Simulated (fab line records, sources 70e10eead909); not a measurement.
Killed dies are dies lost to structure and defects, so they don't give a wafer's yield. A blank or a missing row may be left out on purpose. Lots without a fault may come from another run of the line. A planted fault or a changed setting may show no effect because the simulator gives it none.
fab line records | flow nand_harc
record lots=12 wafers=36 last_day=33
route steps=1302 shown A_CHANNEL_HOLE_D2@599 A_CHANNEL_FILL_D2@620 END@1302
lots that met no fault: from a run of the same line without faults
start_h: hours from the record's first day to the start of the lot's first wafer shown | wait_h: hours since the lot's step before | " the same as in the row above | L1.1+2: a row that stands for several wafers | - no value, or no start given | * or withheld: withheld | < > ~ a bound
route shown NAME@n: a module of which the file shows steps, and the number in the route of the first | usual: mean/standard deviation of fault-free wafers | same: alike in all rows | chamber/n: place in a boat | sites: the reading at each site | _std_site: their standard deviation | _edge_site: outer sites' mean less inner sites' | radius_mm: how far each site lies from the wafer's centre | mask NAME#n: copy n | behind: the tool/chamber that last shaped the wafer | hold: why the lot was held/for how many hours/how that ended | device: the transistor (n, p or np) that didn't switch | end of line: the same wafers' tests at the end of the route | a step without rows: its recipe alone | killed: dies lost to structure and defects at the first sort, not the wafer's yield | map: a wafer's dies, x killed, . not, _ none there
set.NAME: the setting as run; set.NAME@STEP: as run at that earlier step | model.NAME: the simulator's own value behind a step, which no gauge read
steps of the route over a sample of lots; a table a step, a row a wafer
services: from which hour (start_h, from the record's first day; less than 0 if before it) a tool's chamber was out of use, for how many hours, and why
## steps
# step NHARC_A_CHANNEL_HOLE_D2_ETCH_27
# recipe bias_v=400 source_w=2000 pressure_mtorr=25 time_s=90 ar_flow_sccm=375 c4f8_flow_sccm=41.7 o2_flow_sccm=83.3 temp_c=-20 target_depth_a=4000 chemistry=C4F8/O2/Ar
# usual drypump_motor_current_A=5.5/0.41 showerhead_plenum_p_Torr=3.68/0.15 throttle_valve_pct=27.618/0.0072
# columns lot.wafer tool chamber start_h wait_h drypump_motor_current_A rf_hours_counter_h showerhead_plenum_p_Torr throttle_valve_pct
L198.1 har_etch-01 0 302.90 0.2 5.2 149 3.53 27.616
L198.6 " 0 " " 5.2 - 3.53 27.625
L198.5 " 1 " " 6.1 - 3.74 27.619
L199.1 har_etch-02 0 307.10 0.2 5.1 366 3.77 27.623
L199.4 " 1 " " 5.8 - 3.59 27.628
L199.5 " 1 " " 5.7 - 3.59 27.625
L200.4 har_etch-01 1 311.32 0.2 6.1 - 3.73 27.609
L200.3 " 0 " " 5.2 - 3.52 27.616
L200.6 " 1 " " 6.1 - 3.73 27.613
L202.1 har_etch-02 1 335.57 0.2 5.8 382 3.58 27.621
L202.3 " 0 " " 5.1 - 3.76 27.621
L202.6 " 0 " " 5.1 - 3.76 27.621
L201.4 har_etch-01 1 336.06 0.2 6.1 - 3.73 27.617
L201.6 " 1 " " 6.1 - 3.73 27.604
L201.5 " 0 " " 5.2 - 3.52 27.617
L203.4 har_etch-02 0 349.34 0.2 5.1 - 3.76 27.618
L203.3 " 1 " " 5.8 - 3.58 27.607
L203.5 " 1 " " 5.8 - 3.58 27.628
L206.1 har_etch-02 1 375.36 0.2 5.8 408 3.56 27.621
L206.3 " 1 " " 5.8 - 3.57 27.613
L206.5 " 1 " " 5.8 - 3.56 27.636
L209.3 har_etch-01 1 416.56 0.2 6.1 - 3.70 27.633
L209.5 " 0 " " 5.2 - 3.49 27.625
L209.6 " 1 " " 6.1 - 3.70 27.625
L212.1 har_etch-02 1 446.48 0.2 5.8 27 3.96 27.612
L212.3 " 0 " " 5.1 - 3.73 27.612
L212.6 " 1 " " 5.8 - 3.96 27.627
L220.1 har_etch-02 0 526.36 0.2 5.1 76 3.70 27.624
L220.2 " 1 " " 5.7 76 3.94 27.624
L220.5 " 1 " " 5.8 - 3.94 27.623
L219.3 har_etch-01 0 529.76 0.2 5.2 - 3.46 27.625
L219.6 " 1 " " 6.1 - 3.67 27.622
L219.5 " 0 " " 5.2 - 3.46 27.610
L221.3 har_etch-02 1 539.32 0.2 5.8 - 3.93 27.618
L221.4 " 0 " " 5.1 - 3.69 27.617
L221.5 " 0 " " 5.1 - 3.69 27.619
# step NHARC_A_CHANNEL_FILL_D2_ETCHBACK_20
# recipe target_depth_a=270 time_s=13.5 c4f8_flow_sccm=withheld o2_flow_sccm=8 ar_flow_sccm=withheld rf_w=600 bias_w=1500 chemistry=C4F8/O2/Ar
# usual oes_product_au=0.986/0.021 rf_vpp_V=979/5.3 run_length_s=34.5/0.41
# columns lot.wafer tool chamber start_h wait_h oes_product_au rf_hours_counter_h rf_vpp_V run_length_s
L198.1 rie_diel-07 3 329.14 - 0.933 0.4 980 34.2
L198.5 " 3 " " 0.926 - 980 34.1
L198.6 " 0 " " 0.910 - 976 34.5
L199.4 rie_diel-11 3 334.01 - 0.992 1.9 985 34.1
L199.1 " 0 " " 0.995 1.6 979 33.9
L199.5 " 1 " " 0.985 - 970 34.3
L200.4 rie_diel-11 3 337.37 - 0.984 1.9 983 34.4
L200.3 " 2 " " 0.990 1.9 973 35.1
L200.6 " 3 " " 0.985 - 986 34.9
L202.3 rie_diel-07 2 362.07 - 0.997 1.5 983 34.9
L202.1 " 1 " " 1.005 1.7 987 35.2
L202.6 " 3 " " 0.962 - 979 34.0
L201.4 rie_diel-06 1 362.10 - 0.990 - 976 34.6
L201.6 " 3 " " 0.982 - 978 34.3
L201.5 " 0 " " 0.988 - 973 35.3
L203.4 rie_diel-07 0 375.91 - 0.995 1.8 979 34.8
L203.3 " 3 " " 1.009 1.6 979 34.0
L203.5 " 1 " " 1.000 - 987 34.9
L206.1 rie_diel-07 2 403.42 - 0.952 2.7 985 34.5
L206.3 " 0 " " 0.929 2.3 978 34.5
L206.5 " 2 " " 0.946 - 984 34.6
L209.3 rie_diel-11 2 445.32 - 1.003 0.1 973 34.7
L209.6 " 2 " " 0.999 - 973 34.9
L209.5 " 3 " " 0.995 - 985 34.1
L212.1 rie_diel-11 2 472.39 - 0.988 0.3 974 35.0
L212.3 " 0 " " 0.930 0.1 978 33.9
L212.6 " 3 " " 0.974 - 985 29.9
L220.2 rie_diel-07 2 552.15 - 0.986 1.8 983 34.7
L220.1 " 3 " " 0.985 1.7 979 34.1
L220.5 " 2 " " 0.992 - 983 34.9
L219.3 rie_diel-11 2 556.85 - 0.995 3.0 972 34.7
L219.5 " 1 " " 0.976 - 968 34.4
L219.6 " 2 " " 1.008 - 974 34.8
L221.4 rie_diel-07 0 566.96 - 0.985 2.0 977 34.7
L221.3 " 3 " " 0.995 1.9 980 34.3
L221.5 " 1 " " 0.983 - 986 34.9
# step NHARC_A_CHANNEL_FILL_D2_STRIP_28
# recipe time_s=20 o2_flow_sccm=500 ar_flow_sccm=0 bias_w=0 chemistry=O2
# usual drypump_motor_current_A=5.8/0.33 oes_product_au=0.997/0.0088 rf_vpp_V=57.7/0.89 showerhead_plenum_p_Torr=3.56/0.13 throttle_valve_pct=17.036/0.0096
# columns lot.wafer tool chamber start_h wait_h drypump_motor_current_A oes_product_au rf_hours_counter_h rf_vpp_V showerhead_plenum_p_Torr throttle_valve_pct
L198.1 rie_diel-07 2 329.24 0.1 6.1 1.012 0.3 57.9 3.66 17.023
L198.6 " 3 " " 5.9 1.000 - 56.3 3.57 17.032
L198.5 " 0 " " 5.5 0.995 - 58.8 3.53 17.041
L199.4 rie_diel-11 3 334.08 0.1 5.8 0.995 1.9 59.1 3.69 17.048
L199.1 " 0 " " 6.2 1.003 1.6 56.8 3.54 17.032
L199.5 " 2 " " 5.6 0.989 - 57.5 3.41 17.018
L200.4 rie_diel-11 0 337.46 0.1 6.2 1.006 1.7 58.7 3.54 17.044
L200.3 " 2 " " 5.6 0.991 1.9 57.7 3.41 17.043
L200.6 " 1 " " 5.3 1.001 - 56.8 3.33 17.049
L202.1 rie_diel-07 2 362.18 0.1 6.1 1.004 1.6 57.6 3.66 17.048
L202.3 " 1 " " 6.1 1.001 1.7 58.6 3.73 17.032
L202.6 " 1 " " 6.1 1.010 - 58.7 3.73 17.043
L201.4 rie_diel-06 0 362.19 0.1 6.1 0.978 - 58.7 3.38 17.042
L201.5 " 1 " " 4.9 0.986 - 57.6 3.46 17.038
L201.6 " 3 " " 5.8 0.988 - 57.7 3.50 17.036
L203.3 rie_diel-07 1 376.00 0.1 6.1 1.013 2.2 59.1 3.73 17.022
L203.4 " 2 " " 6.1 1.003 2.1 56.3 3.66 17.038
L203.5 " 2 " " 6.1 1.014 - 56.8 3.66 17.028
L206.3 rie_diel-07 2 403.50 0.1 6.1 1.004 2.7 56.6 3.66 17.037
L206.1 " 3 " " 5.9 0.995 2.1 58.2 3.57 17.028
L206.5 " 2 " " 6.1 0.997 - 57.6 3.66 17.047
L209.3 rie_diel-11 2 445.41 0.1 5.6 1.006 0.1 56.7 3.41 17.022
L209.5 " 2 " " 5.6 0.996 - 59.1 3.41 17.028
L209.6 " 3 " " 5.8 0.995 - 58.2 3.69 17.036
L212.3 rie_diel-11 1 472.48 0.1 5.3 0.979 0.4 57.2 3.33 17.058
L212.1 " 3 " " 5.8 0.993 0.4 58.0 3.69 17.028
L212.6 " 1 " " 5.3 0.988 - 57.6 3.32 17.048
L220.1 rie_diel-07 0 552.24 0.1 5.5 1.002 1.8 57.7 3.53 17.061
L220.2 " 2 " " 6.1 1.002 1.8 59.0 3.66 17.021
L220.5 " 1 " " 6.1 0.993 - 58.5 3.73 17.033
L219.3 rie_diel-11 2 556.94 0.1 5.6 1.013 3.0 57.6 3.41 17.022
L219.6 " 1 " " 5.3 0.979 - 57.7 3.32 17.041
L219.5 " 2 " " 5.6 1.004 - 56.8 3.41 17.045
L221.3 rie_diel-07 1 567.05 0.1 6.1 0.999 2.0 57.9 3.73 17.042
L221.4 " 3 " " 5.9 0.996 1.9 57.8 3.56 17.036
L221.5 " 2 " " 6.1 1.011 - 56.5 3.65 17.035
# step NHARC_A_CHANNEL_FILL_D2_ETCHBACK_08
# recipe target_depth_a=2200 time_s=110 c4f8_flow_sccm=20 ar_flow_sccm=withheld rf_w=600 bias_w=300 chemistry=C4F8
# usual oes_product_au=0.96/0.036 rf_vpp_V=441.5/2.3 run_length_s=131.2/0.43
# columns lot.wafer tool chamber start_h wait_h oes_product_au rf_hours_counter_h rf_vpp_V run_length_s
L198.1 rie_diel-11 0 - - 0.98 1.9 441.6 130.6
L198.6 " 2 " " 1.00 - 439.0 131.5
L198.5 " 3 " " 0.99 - 444.0 130.8
L199.1 rie_diel-11 1 - - 0.91 1.9 436.5 130.7
L199.4 " 2 " " 0.92 2.3 438.6 132.1
L199.5 " 0 " " 0.92 - 442.2 130.6
L200.3 rie_diel-07 1 - - 0.93 1.4 445.4 131.6
L200.4 " 0 " " 0.93 - 441.7 131.5
L200.6 " 1 " " 0.93 - 444.4 131.5
L202.1 rie_diel-11 0 - - 0.99 2.6 441.4 130.5
L202.3 " 1 " " 1.00 2.5 437.2 131.0
L202.6 " 0 " " 0.99 - 439.5 130.5
L201.4 rie_diel-07 1 - - 1.00 2.7 442.7 131.5
L201.5 " 0 " " 0.98 - 440.9 131.4
L201.6 " 1 " " 0.99 - 444.9 131.8
L203.4 rie_diel-07 0 - - 0.92 2.1 438.5 131.2
L203.3 " 2 " " 0.93 2.6 444.0 131.3
L203.5 " 0 " " 0.92 - 440.9 131.1
L206.1 rie_diel-07 1 - - 0.92 3.5 444.4 132.3
L206.3 " 2 " " 0.93 3.5 445.0 131.4
L206.5 " 3 " " 0.93 - 440.4 130.5
L209.3 rie_diel-07 3 - - 0.98 4.1 440.9 130.8
L209.6 " 0 " " 0.98 - 439.8 131.6
L209.5 " 3 " " 0.99 - 440.4 130.7
L212.1 rie_diel-07 3 - - 1.00 0.2 440.7 130.6
L212.3 " 0 " " 1.01 0.2 439.8 131.2
L212.6 " 2 " " 1.01 - 444.2 131.0
L220.2 rie_diel-11 3 - - 0.98 3.4 443.9 130.9
L220.1 " 0 " " 0.99 3.2 441.3 130.8
L220.5 " 1 " " 0.97 - 436.1 130.8
L219.3 rie_diel-11 1 - - 0.90 3.5 435.5 130.9
L219.5 " 3 " " 0.91 - 443.1 130.7
L219.6 " 0 " " 0.92 - 442.6 130.6
L221.3 rie_diel-11 0 - - 0.99 3.3 441.0 130.5
L221.4 " 1 " " 0.97 3.6 436.4 130.8
L221.5 " 3 " " 0.98 - 443.2 131.3
# step NHARC_END_SORT_01
# recipe temp_c=25
# usual killed_at_array=54/21 killed_at_other=0.9/1.1 killed_at_periphery=3.5/2.5 killed_dies=58/21 killed_open=3.3/1.9 killed_short=2.6/1.8
# same gross_dies=677
# columns lot.wafer tool chamber start_h wait_h killed_at_array killed_at_other killed_at_periphery killed_dies killed_open killed_short
L212.1 prober-02 0 705.47 2.5 58 2 2 62 3 6
L212.3 prober-02 0 707.06 3.1 55 2 3 60 3 3
L212.6 prober-02 0 709.44 4.0 183 0 3 186 5 9
# killed by level:class
L212.1 A_CHANNEL_HOLE_D1:chamber_film_flake=32 A_SLIT:chamber_film_flake=6 A_CONTACT:chamber_film_flake=6 A_CHANNEL_FILL_D1:geometric_particle:short=2 A_STAIRCASE:chamber_film_flake=2 A_WL_FILL:chamber_film_flake=2 THIN_TSV:chamber_film_flake=2 P_M0:geometric_particle:open=1
L212.3 A_CHANNEL_HOLE_D1:chamber_film_flake=38 A_SLIT:chamber_film_flake=4 A_STAIRCASE:chamber_film_flake=4 A_CHANNEL_FILL_D2:chamber_film_flake=2 A_CONTACT:chamber_film_flake=2 P_CONTACT:geometric_particle:short=1 P_CONTACT:geometric_particle:open=1 A_ONON_D1:geometric_particle:open=1
L212.6 A_CHANNEL_FILL_D2:area_etchback=121 A_CHANNEL_HOLE_D1:chamber_film_flake=33 A_SLIT:chamber_film_flake=7 A_CONTACT:chamber_film_flake=4 A_DECK1_JOINT:chamber_film_flake=3 P_CONTACT:geometric_particle:short=2 A_SOURCE_PLATE:geometric_particle:short=2 A_ONON_D1:geometric_particle:short=2
## services
# columns tool chamber start_h hours kind
rie_diel-07 - 294.20 9.0 pm
rie_diel-07 0 294.20 9.0 vent_cycle
rie_diel-07 1 294.20 9.0 vent_cycle
rie_diel-07 2 294.20 9.0 vent_cycle
rie_diel-07 3 294.20 9.0 vent_cycle
rie_diel-07 0 303.20 - clean
rie_diel-06 - 307.20 9.0 pm
rie_diel-06 - 320.03 0.2 repair
rie_diel-07 3 342.91 16.7 repair
rie_diel-06 1 346.70 11.3 repair
rie_diel-07 0 356.81 15.2 repair
rie_diel-06 3 366.56 8.4 repair
har_etch-02 - 379.67 17.0 pm
rie_diel-07 1 410.99 5.0 repair
rie_diel-07 1 424.25 30.2 repair
rie_diel-11 - 432.52 9.0 pm
rie_diel-11 0 452.73 17.3 repair
rie_diel-07 2 458.95 6.0 repair
rie_diel-07 - 471.20 9.0 pm
rie_diel-06 - 478.67 2.5 repair
rie_diel-06 - 484.20 9.0 pm
rie_diel-07 3 504.05 4.0 repair
rie_diel-11 1 511.08 7.3 repair
rie_diel-11 - 511.53 0.3 repair
## key
first_sign step=NHARC_A_CHANNEL_FILL_D2_ETCHBACK_20 reading=run_length_s direction=down sigmas=11 usual=* struck=*
effect step=NHARC_END_SORT_01 reading=killed_at_array direction=up sigmas=6.1 usual=54 struck=183
more_kills_born_at NHARC_A_CHANNEL_FILL_D2_ETCHBACK_20@rie_diel-11=121
met_at NHARC_A_CHANNEL_FILL_D2_ETCHBACK_20
struck_lots L212
struck_wafers L212.6
tester_left_out L212
not_acting_at NHARC_A_CHANNEL_HOLE_D2_ETCH_27,NHARC_A_CHANNEL_FILL_D2_STRIP_28,NHARC_A_CHANNEL_FILL_D2_ETCHBACK_08
onset_between 445.32 472.39
fault kind=process_parameter_drift tool=rie_diel-11 chamber=- onset_h=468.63 steps=NHARC_A_CHANNEL_FILL_D2_ETCHBACK_20 channel=time_s offset=* shape=step end_h=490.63 scope=struck_wafers_only acts_in=* stated=*
# tester_left_out: of these lots the tester's yield and bins aren't shown, on N5 and GAA mostly nor the transistor test; their killed dies are dies lost to structure and defects alone, not to doping, threshold or leakage, so they don't give the yield
